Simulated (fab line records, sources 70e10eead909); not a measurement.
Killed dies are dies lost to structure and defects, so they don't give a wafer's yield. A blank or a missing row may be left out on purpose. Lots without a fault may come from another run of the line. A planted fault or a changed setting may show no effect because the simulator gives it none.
Which tool did it? | flow nand_harc | 6 lots, 18 wafers sampled, at 2 steps of a route of 1302

WHAT THE GAUGES READ, wafer by wafer
NHARC_P_STI_INSPECT_11.
lot  | measured     | on                | raw_defect_count
L607 | day 3 06:48  | defect_inspect-01 | 6 12 6
L610 | day 4 10:31  | defect_inspect-01 | 3 2 1
L614 | day 6 07:41  | defect_inspect-02 | 7 3 4
L616 | day 6 22:52  | defect_inspect-02 | 2 6 3
L620 | day 8 17:52  | defect_inspect-02 | 2 3 6
L625 | day 10 19:51 | defect_inspect-02 | 9 4 5

WHICH TOOL RAN EACH LOT (tool, then ch and the chambers of the sampled wafers, then the start)
lot  | NHARC_P_ZERO_WELL_DESCUM_54
L607 | rie_diel-13 ch 0,1,2, day 2 11:59
L610 | rie_diel-05 ch 0,3, day 3 17:54
L614 | rie_diel-07 ch 0,1,3, day 5 14:55
L616 | rie_diel-13 ch 1,2, day 6 05:57
L620 | rie_diel-07 ch 1,2,3, day 8 00:26
L625 | rie_diel-13 ch 0,3, day 9 23:46
- NHARC_P_ZERO_WELL_DESCUM_54: chemistry O2, time 3 s.

THE ANSWER, worked out from the rows above alone
Rule: what is usual is taken from the lots themselves. Put in order of their means at a reading, lots are off if they are a third of the lots or fewer, leave a main group of 4 or more, and stand apart from it by a gap of 3 or more times the standard deviation of the main group's means; of several such gaps the widest counts. A main group whose means are all the same, to the digits that the tables above print for the reading, isn't used. A lot without any number at a reading at which 4 lots or more have one is off too. The other lots that the step has rows for count as sound.
No lot is off at any reading shown: from this, nothing can be told.

WHAT THE SIMULATOR HAD PUT IN
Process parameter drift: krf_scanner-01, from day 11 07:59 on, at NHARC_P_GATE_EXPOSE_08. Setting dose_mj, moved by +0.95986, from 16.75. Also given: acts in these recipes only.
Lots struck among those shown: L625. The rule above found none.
